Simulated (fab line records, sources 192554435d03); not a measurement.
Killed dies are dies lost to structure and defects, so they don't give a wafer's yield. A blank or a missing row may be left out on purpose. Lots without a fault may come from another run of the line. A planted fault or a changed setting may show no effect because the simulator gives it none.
Which tool did it? | flow n5_finfet | 24 lots, 72 wafers sampled, at 5 steps of a route of 1938

WHAT THE GAUGES READ, wafer by wafer
N5_BEOL_M10_OCD_MEAS_38. Usual: trench_depth_nm 150.2 nm, standard deviation 2.7.
lot  | measured     | on     | trench_depth_nm (nm) | flag
L076 | day 10 05:05 | ocd-01 | 149.2 151.5 150.8    |
L074 | day 10 14:12 | ocd-02 | 148.3 148.7 148.8    |
L075 | day 10 14:21 | ocd-02 | 158.5 151.3 152.7    |
L077 | day 11 07:21 | ocd-02 | 152.7 149.0 151.2    |
L078 | day 11 10:22 | ocd-02 | 150.0 150.8 149.5    |
L081 | day 11 12:08 | ocd-02 | 150.7 146.3 150.6    |
L079 | day 11 15:47 | ocd-02 | 144.2 150.3 147.3    |
L080 | day 11 18:51 | ocd-02 | 153.5 149.4 150.0    |
L082 | day 12 10:45 | ocd-02 | 151.7 148.3 149.1    |
L084 | day 12 17:36 | ocd-02 | 145.8 148.2 147.4    |
L083 | day 12 18:32 | ocd-02 | 156.6 155.7 150.5    |
L085 | day 12 19:55 | ocd-02 | 147.9 146.3 152.1    |
L086 | day 12 23:19 | ocd-01 | 148.3 147.2 151.7    |
L087 | day 13 10:10 | ocd-01 | 155.7 153.3 156.7    |
L089 | day 13 12:55 | ocd-01 | 145.0 145.1 149.8    |
L088 | day 13 16:26 | ocd-01 | 149.4 148.2 149.3    |
L090 | day 13 18:25 | ocd-01 | 149.3 151.3 149.1    |
L091 | day 14 03:15 | ocd-01 | 147.8 151.8 150.1    |
L093 | day 14 22:07 | ocd-02 | 153.5 153.5 150.8    |
L092 | day 15 00:39 | ocd-02 | 152.1 147.3 153.0    |
L094 | day 15 09:11 | ocd-01 | 146.3 145.7 149.8    |
L095 | day 15 09:01 | ocd-01 | 148.8 149.5 148.9    |
L096 | day 15 13:46 | ocd-02 | 149.0 148.9 148.6    |
L097 | day 15 14:13 | ocd-01 | 154.1 152.7 149.9    |

N5_BEOL_M10_CD_MEAS_35: target cd 70 nm. Usual: cd_nm 69.5 nm, standard deviation 0.88.
lot  | measured     | on        | cd_nm (nm)     | flag
L076 | day 10 05:14 | cd_sem-02 | 70.5 69.8 69.3 |
L074 | day 10 14:22 | cd_sem-02 | 68.4 68.5 68.6 |
L075 | day 10 14:31 | cd_sem-03 | 70.0 70.3 68.2 |
L077 | day 11 07:30 | cd_sem-03 | 69.3 69.8 70.4 |
L078 | day 11 10:32 | cd_sem-02 | 70.2 69.9 70.6 |
L081 | day 11 12:17 | cd_sem-01 | 70.3 69.9 69.3 |
L079 | day 11 15:56 | cd_sem-01 | 68.6 69.3 68.8 |
L080 | day 11 19:00 | cd_sem-03 | 68.7 68.8 68.3 |
L082 | day 12 10:54 | cd_sem-02 | 70.4 69.6 71.1 |
L084 | day 12 17:45 | cd_sem-03 | 69.4 69.2 70.0 |
L083 | day 12 18:41 | cd_sem-03 | 69.9 68.5 68.2 |
L085 | day 12 20:04 | cd_sem-01 | 68.3 70.0 69.3 |
L086 | day 12 23:28 | cd_sem-03 | 70.1 70.1 70.4 |
L087 | day 13 10:20 | cd_sem-03 | 70.6 70.2 71.6 |
L089 | day 13 13:04 | cd_sem-02 | 68.0 67.8 67.8 |
L088 | day 13 16:35 | cd_sem-02 | 68.2 69.5 68.1 |
L090 | day 13 18:34 | cd_sem-03 | 69.9 71.1 70.2 |
L091 | day 14 03:24 | cd_sem-03 | 70.0 69.3 69.5 |
L093 | day 14 22:16 | cd_sem-02 | 70.3 69.5 70.7 |
L092 | day 15 00:48 | cd_sem-02 | 69.2 68.6 69.3 |
L094 | day 15 09:20 | cd_sem-03 | 69.1 69.8 69.7 |
L095 | day 15 09:16 | cd_sem-02 | 69.2 69.4 69.0 |
L096 | day 15 13:55 | cd_sem-01 | 68.7 70.5 68.3 |
L097 | day 15 14:22 | cd_sem-02 | 69.7 69.7 67.9 |

N5_BEOL_M10_RS_MEAS_57: measures by four-point-probe. Usual: M10_RS 0.149 ohm/sq, standard deviation 0.0033.
lot  | measured     | on            | M10_RS (ohm/sq)   | flag
L076 | day 10 09:13 | film_metro-01 | 0.152 0.149 0.149 |
L074 | day 10 17:02 | film_metro-01 | 0.152 0.152 0.154 |
L075 | day 10 17:09 | film_metro-01 | 0.140 0.148 0.145 |
L077 | day 11 10:28 | film_metro-01 | 0.147 0.149 0.149 |
L078 | day 11 13:16 | film_metro-02 | 0.151 0.149 0.151 |
L081 | day 11 14:34 | film_metro-02 | 0.148 0.156 0.150 |
L079 | day 11 18:58 | film_metro-01 | 0.155 0.148 0.152 |
L080 | day 11 21:22 | film_metro-01 | 0.145 0.150 0.149 |
L082 | day 12 13:10 | film_metro-02 | 0.146 0.154 0.147 |
L084 | day 12 20:36 | film_metro-02 | 0.155 0.151 0.150 |
L083 | day 12 21:40 | film_metro-01 | 0.142 0.142 0.149 |
L085 | day 12 23:56 | film_metro-01 | 0.153 0.152 0.148 |
L086 | day 13 02:19 | film_metro-01 | 0.151 0.152 0.146 |
L087 | day 13 12:22 | film_metro-02 | 0.143 0.148 0.142 |
L089 | day 13 15:56 | film_metro-02 | 0.153 0.154 0.150 |
L088 | day 13 19:46 | film_metro-01 | 0.151 0.152 0.149 |
L090 | day 13 21:21 | film_metro-02 | 0.150 0.148 0.149 |
L091 | day 14 06:37 | film_metro-02 | 0.152 0.148 0.149 |
L093 | day 15 02:19 | film_metro-02 | 0.146 0.144 0.148 |
L092 | day 15 03:30 | film_metro-01 | 0.145 0.150 0.145 |
L094 | day 15 12:14 | film_metro-02 | 0.154 0.156 0.149 |
L095 | day 15 11:47 | film_metro-01 | 0.150 0.148 0.147 |
L096 | day 15 16:59 | film_metro-01 | 0.150 0.152 0.151 |
L097 | day 15 17:38 | film_metro-01 | 0.143 0.146 0.147 |

WHICH TOOL RAN EACH LOT (tool, then ch and the chambers of the sampled wafers, then the start)
lot  | N5_BEOL_M10_ILD_DEP_00          | N5_BEOL_M10_DESCUM_33
L076 | pecvd-04 ch 0,1,2, day 9 22:07  | rie_diel-04 ch 0,2, day 10 04:35
L074 | pecvd-04 ch 0,1, day 10 08:03   | rie_diel-06 ch 1,2, day 10 13:43
L075 | pecvd-03 ch 0,1, day 10 10:01   | rie_diel-05 ch 0,1, day 10 13:52
L077 | pecvd-03 ch 0,1, day 11 03:25   | rie_diel-06 ch 0,3, day 11 06:52
L078 | pecvd-03 ch 0,2, day 11 05:49   | rie_diel-04 ch 0,2,3, day 11 09:53
L081 | pecvd-03 ch 0,2, day 11 09:02   | rie_diel-06 ch 1,3, day 11 11:38
L079 | pecvd-03 ch 1,2, day 11 11:40   | rie_diel-06 ch 1,2,3, day 11 15:17
L080 | pecvd-01 ch 0,2, day 11 13:04   | rie_diel-04 ch 0,1,3, day 11 18:22
L082 | pecvd-01 ch 0,1,2, day 12 05:11 | rie_diel-04 ch 0,1,3, day 12 10:15
L084 | pecvd-03 ch 0,2, day 12 12:52   | rie_diel-06 ch 1,2,3, day 12 17:06
L083 | pecvd-04 ch 0,1, day 12 13:56   | rie_diel-05 ch 0,2, day 12 18:02
L085 | pecvd-04 ch 0,1, day 12 17:10   | rie_diel-04 ch 0,1,3, day 12 19:25
L086 | pecvd-01 ch 0,1, day 12 19:52   | rie_diel-06 ch 0,1,2, day 12 22:49
L087 | pecvd-01 ch 0,2, day 13 03:26   | rie_diel-05 ch 0,1, day 13 09:41
L089 | pecvd-01 ch 1,2, day 13 08:41   | rie_diel-06 ch 0,1, day 13 12:25
L088 | pecvd-03 ch 1,2, day 13 11:16   | rie_diel-04 ch 2,3, day 13 15:56
L090 | pecvd-04 ch 0,1, day 13 12:29   | rie_diel-06 ch 0,2, day 13 17:44
L091 | pecvd-04 ch 0,1,2, day 13 21:38 | rie_diel-05 ch 1,2, day 14 02:31
L093 | pecvd-01 ch 1,2, day 14 18:59   | rie_diel-05 ch 1,2, day 14 21:37
L092 | pecvd-01 ch 0,1,2, day 14 21:01 | rie_diel-04 ch 0,1, day 15 00:09
L094 | pecvd-04 ch 0,1,2, day 15 03:28 | rie_diel-04 ch 0,1,3, day 15 08:42
L095 | pecvd-01 ch 0,1,2, day 15 04:46 | rie_diel-06 ch 2,3, day 15 08:32
L096 | pecvd-01 ch 0,1, day 15 08:57   | rie_diel-06 ch 1,3, day 15 13:16
L097 | pecvd-04 ch 0,1, day 15 09:43   | rie_diel-05 ch 1,2, day 15 13:29
- N5_BEOL_M10_ILD_DEP_00: deposits SiCOH lowk from DEMS/porogen, target thk 308.51 nm, time 58 s.
- N5_BEOL_M10_DESCUM_33: chemistry O2, time 7.9 s.

WHAT THE TOOLS THEMSELVES READ (means of the sampled wafers that have a number; where no wafer has one, the mark that the record gives instead)
N5_BEOL_M10_ILD_DEP_00. Usual: heater_power_w 298 W, standard deviation 57; showerhead_plenum_p_Torr 5.743 Torr, standard deviation 0.011; susceptor_temp_C 299.98 C, standard deviation 0.21; throttle_valve_pct 14.1 %, standard deviation 0.73.
lot  | tool     | heater_power_w (W) | showerhead_plenum_p_Torr (Torr) | susceptor_temp_C (C) | throttle_valve_pct (%) | flag
L076 | pecvd-04 | 264                | 5.746                           | 300.05               | 14.3                   |
L074 | pecvd-04 | 290                | 5.748                           | 299.96               | 15.1                   |
L075 | pecvd-03 | 242                | 5.739                           | 299.93               | 13.8                   |
L077 | pecvd-03 | 223                | 5.736                           | 300.10               | 14.0                   |
L078 | pecvd-03 | 275                | 5.730                           | 299.83               | 13.4                   |
L081 | pecvd-03 | 329                | 5.733                           | 300.19               | 13.4                   |
L079 | pecvd-03 | 284                | 5.735                           | 300.01               | 13.3                   |
L080 | pecvd-01 | 335                | 5.748                           | 299.80               | 14.0                   |
L082 | pecvd-01 | 329                | 5.743                           | 299.84               | 14.0                   |
L084 | pecvd-03 | 301                | 5.738                           | 299.97               | 13.4                   |
L083 | pecvd-04 | 268                | 5.742                           | 299.77               | 14.9                   |
L085 | pecvd-04 | 263                | 5.743                           | 299.96               | 14.8                   |
L086 | pecvd-01 | 387                | 5.755                           | 300.04               | 14.6                   |
L087 | pecvd-01 | 319                | 5.748                           | 299.94               | 13.8                   |
L089 | pecvd-01 | 328                | 5.752                           | 299.72               | 13.9                   |
L088 | pecvd-03 | 318                | 5.733                           | 300.21               | 13.6                   |
L090 | pecvd-04 | 256                | 5.751                           | 300.18               | 14.9                   |
L091 | pecvd-04 | 280                | 5.737                           | 300.07               | 14.1                   |
L093 | pecvd-01 | 348                | 5.740                           | 299.99               | 13.8                   |
L092 | pecvd-01 | 330                | 5.747                           | 300.07               | 14.2                   |
L094 | pecvd-04 | 277                | 5.737                           | 300.05               | 14.1                   |
L095 | pecvd-01 | 341                | 5.741                           | 300.12               | 14.2                   |
L096 | pecvd-01 | 371                | 5.743                           | 299.89               | 14.8                   |
L097 | pecvd-04 | 259                | 5.756                           | 300.35               | 14.9                   |

N5_BEOL_M10_DESCUM_33. Usual: drypump_motor_current_A 5.6 A, standard deviation 0.58; o2_flow_sccm 224.9 sccm, standard deviation 0.7; oes_product_au 0.81 a.u., standard deviation 0.087; rf_vpp_V 243.6 V, standard deviation 1.4; showerhead_plenum_p_Torr 2.12 Torr, standard deviation 0.076; throttle_valve_pct 20.43 %, standard deviation 0.18.
lot  | tool        | drypump_motor_current_A (A) | o2_flow_sccm (sccm) | oes_product_au (a.u.) | rf_vpp_V (V) | showerhead_plenum_p_Torr (Torr) | throttle_valve_pct (%) | flag
L076 | rie_diel-04 | 6.4                         | 225.0               | 0.80                  | 243.9        | 2.10                            | 20.27                  |
L074 | rie_diel-06 | 5.0                         | 225.4               | 0.75                  | 243.7        | 2.16                            | 20.34                  |
L075 | rie_diel-05 | 5.1                         | 225.1               | 0.93                  | 245.1        | 2.22                            | 20.44                  |
L077 | rie_diel-06 | 6.1                         | 225.3               | 0.90                  | 241.5        | 2.06                            | 20.39                  |
L078 | rie_diel-04 | 6.2                         | 224.4               | 0.79                  | 243.2        | 2.06                            | 20.42                  |
L081 | rie_diel-06 | 5.5                         | 225.5               | 0.75                  | 243.9        | 2.08                            | 20.45                  |
L079 | rie_diel-06 | 5.3                         | 225.5               | 0.74                  | 243.4        | 2.12                            | 20.40                  |
L080 | rie_diel-04 | 6.3                         | 224.7               | 0.80                  | 243.3        | 2.10                            | 20.60                  |
L082 | rie_diel-04 | 6.3                         | 225.0               | 0.80                  | 243.6        | 2.10                            | 20.60                  |
L084 | rie_diel-06 | 5.3                         | 224.0               | 0.74                  | 243.3        | 2.11                            | 20.41                  |
L083 | rie_diel-05 | 5.0                         | 225.1               | 0.89                  | 244.1        | 2.20                            | 20.42                  |
L085 | rie_diel-04 | 6.2                         | 224.6               | 0.79                  | 243.4        | 2.10                            | 20.61                  |
L086 | rie_diel-06 | 5.4                         | 224.8               | 0.79                  | 243.7        | 2.09                            | 20.38                  |
L087 | rie_diel-05 | 5.0                         | 225.3               | 0.89                  | 245.1        | 2.23                            | 20.51                  |
L089 | rie_diel-06 | 5.3                         | 224.4               | 0.75                  | 243.2        | 2.03                            | 20.44                  |
L088 | rie_diel-04 | 5.8                         | 224.9               | 0.84                  | 242.4        | 2.01                            | 20.42                  |
L090 | rie_diel-06 | 5.8                         | 225.4               | 0.86                  | 244.1        | 2.09                            | 20.38                  |
L091 | rie_diel-05 | 5.3                         | 224.7               | 0.82                  | 244.6        | 2.14                            | 20.29                  |
L093 | rie_diel-05 | 5.3                         | 224.6               | 0.82                  | 244.9        | 2.16                            | 20.39                  |
L092 | rie_diel-04 | 6.1                         | 225.0               | 0.81                  | 244.4        | 2.14                            | 20.66                  |
L094 | rie_diel-04 | 6.3                         | 225.3               | 0.76                  | 243.1        | 2.09                            | 20.65                  |
L095 | rie_diel-06 | 5.4                         | 225.1               | 0.75                  | 243.1        | 2.16                            | 20.42                  |
L096 | rie_diel-06 | 5.2                         | 224.7               | 0.86                  | 242.6        | 2.04                            | 20.28                  |
L097 | rie_diel-05 | 5.3                         | 225.4               | 0.82                  | 245.1        | 2.16                            | 20.40                  |

THE ANSWER, worked out from the rows above alone
Rule: a lot is off if the mean of its wafers that have a number lies more than 3 standard deviations from the usual mean. A lot without any number at a reading at which 4 lots or more have one is off too. The other lots that the step has rows for count as sound. The gauges are gone through in route order, then the tools' own readings, and for those a lot's mean is taken as printed above. The first step at which some lot is off is used, and at that step the reading that is off furthest; a lot without a number counts as furthest.
No lot is off at any reading shown: from this, nothing can be told.

WHAT THE SIMULATOR HAD PUT IN
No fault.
